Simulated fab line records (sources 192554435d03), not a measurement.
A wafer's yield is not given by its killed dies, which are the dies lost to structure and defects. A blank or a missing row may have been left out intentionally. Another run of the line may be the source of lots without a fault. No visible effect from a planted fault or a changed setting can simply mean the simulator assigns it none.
Which tool did it?    flow n5Finfet    27 wafers from 9 lots sampled at 5 of the route's 1938 steps

== WHAT THE GAUGES READ, wafer by wafer ==
N5_BEOL_M12_THK_MEAS_01.
lot   measured      on            M12_ILD_THK (nm)
L444  day 12 03:37  filmMetro-02  659 664 663
L450  day 13 11:37  filmMetro-01  651 509 665
L453  day 14 18:48  filmMetro-01  639 653 500
L456  day 15 20:17  filmMetro-01  652 658 657
L463  day 17 16:31  filmMetro-02  656 660 663
L460  day 18 06:17  filmMetro-02  647 655 654
L462  day 18 07:00  filmMetro-01  657 664 663
L464  day 18 09:53  filmMetro-02  658 662 666
L466  day 18 11:10  filmMetro-01  655 672 667

== WHICH TOOL RAN EACH LOT (tool, then ch and the chambers of the sampled wafers, then the start) ==
lot   N5_BEOL_M11_ETCH_66                N5_BEOL_M11_VIA_ETCH_34            N5_BEOL_M11_STRIP_77                          N5_BEOL_M12_ILD_DEP_00
L444  rieDiel-02 ch 0,1, day 11 23:25    rieDiel-02 ch 0,1, day 11 23:32    rieDiel-02 ch 0,1, day 12 03:29 or earlier    pecvd-02 ch 0,1,2, day 12 03:29
L450  rieDiel-04 ch 2,3, day 13 08:13    rieDiel-04 ch 2,3, day 13 08:20    rieDiel-04 ch 2,3, day 13 11:29 or earlier    pecvd-02 ch 0,1, day 13 11:29
L453  rieDiel-01 ch 0,1,3, day 14 13:34  rieDiel-01 ch 0,1,3, day 14 13:42  rieDiel-01 ch 0,1,3, day 14 18:40 or earlier  pecvd-02 ch 0,1,2, day 14 18:40
L456  rieDiel-04 ch 0,1,3, day 15 14:40  rieDiel-04 ch 0,1,3, day 15 14:47  rieDiel-04 ch 0,1,3, day 15 20:08 or earlier  pecvd-04 ch 0,1, day 15 20:08
L463  rieDiel-02 ch 0,1,2, day 17 13:31  rieDiel-02 ch 0,1,2, day 17 13:38  rieDiel-02 ch 0,1,2, day 17 16:23 or earlier  pecvd-04 ch 0,1,2, day 17 16:23
L460  rieDiel-02 ch 1,2,3, day 18 01:52  rieDiel-02 ch 1,2,3, day 18 01:59  rieDiel-02 ch 1,2,3, day 18 06:10 or earlier  pecvd-02 ch 0,1,2, day 18 06:10
L462  rieDiel-04 ch 0,2, day 18 02:16    rieDiel-04 ch 0,2, day 18 02:23    rieDiel-04 ch 0,2, day 18 06:52 or earlier    pecvd-02 ch 0,2, day 18 06:52
L464  rieDiel-04 ch 2,3, day 18 05:51    rieDiel-04 ch 2,3, day 18 05:59    rieDiel-04 ch 2,3, day 18 09:45 or earlier    pecvd-04 ch 1,2, day 18 09:45
L466  rieDiel-04 ch 1,2,3, day 18 07:59  rieDiel-04 ch 1,2,3, day 18 08:07  rieDiel-04 ch 1,2,3, day 18 11:02 or earlier  pecvd-02 ch 0,2, day 18 11:02
- N5_BEOL_M11_ETCH_66: etches SOC in N2/H2, target depth 120 nm, overetch 24 nm, time 180 s.
- N5_BEOL_M11_VIA_ETCH_34: etches SiCOH lowk in C4F6/O2, target depth 184.5 nm, time 69.2 s.
- N5_BEOL_M11_STRIP_77: strips in N2/H2, time 10 s.
- N5_BEOL_M12_ILD_DEP_00: deposits SiOC from DEMS/O2, target thk 658.92 nm, time 130.7 s.

== THE ANSWER, worked out from the rows above alone ==
Rule: the usual values come from the lots themselves. Put in order of their means at a reading, lots are off if they are a third of the lots or fewer, leave a main group of 4 or more, and stand apart from it by a gap of 3 or more times the standard deviation of the main group's means; of several such gaps the widest counts. If all means in a main group match to the digits the tables above print for the reading, that group is not used. A lot without any number at a reading at which 4 lots or more have one is off too. All remaining lots with rows at the step are treated as sound.
Off: L450, L453, seen at N5_BEOL_M12_THK_MEAS_01 (M12_ILD_THK). Main group: mean 660 nm, sd 4.
If a tool, at a process step before that reading, ran all the lots that are off and no sound lot after the first of them, it fits. Gauges at N5_BEOL_M12_THK_MEAS_01: tried the same way as those tools. N5_BEOL_M11_STRIP_77: start missing for some lots; hours and lot order therefore follow N5_BEOL_M12_ILD_DEP_00. None of those tried fits.

== WHAT WAS PUT IN BY THE SIMULATOR ==
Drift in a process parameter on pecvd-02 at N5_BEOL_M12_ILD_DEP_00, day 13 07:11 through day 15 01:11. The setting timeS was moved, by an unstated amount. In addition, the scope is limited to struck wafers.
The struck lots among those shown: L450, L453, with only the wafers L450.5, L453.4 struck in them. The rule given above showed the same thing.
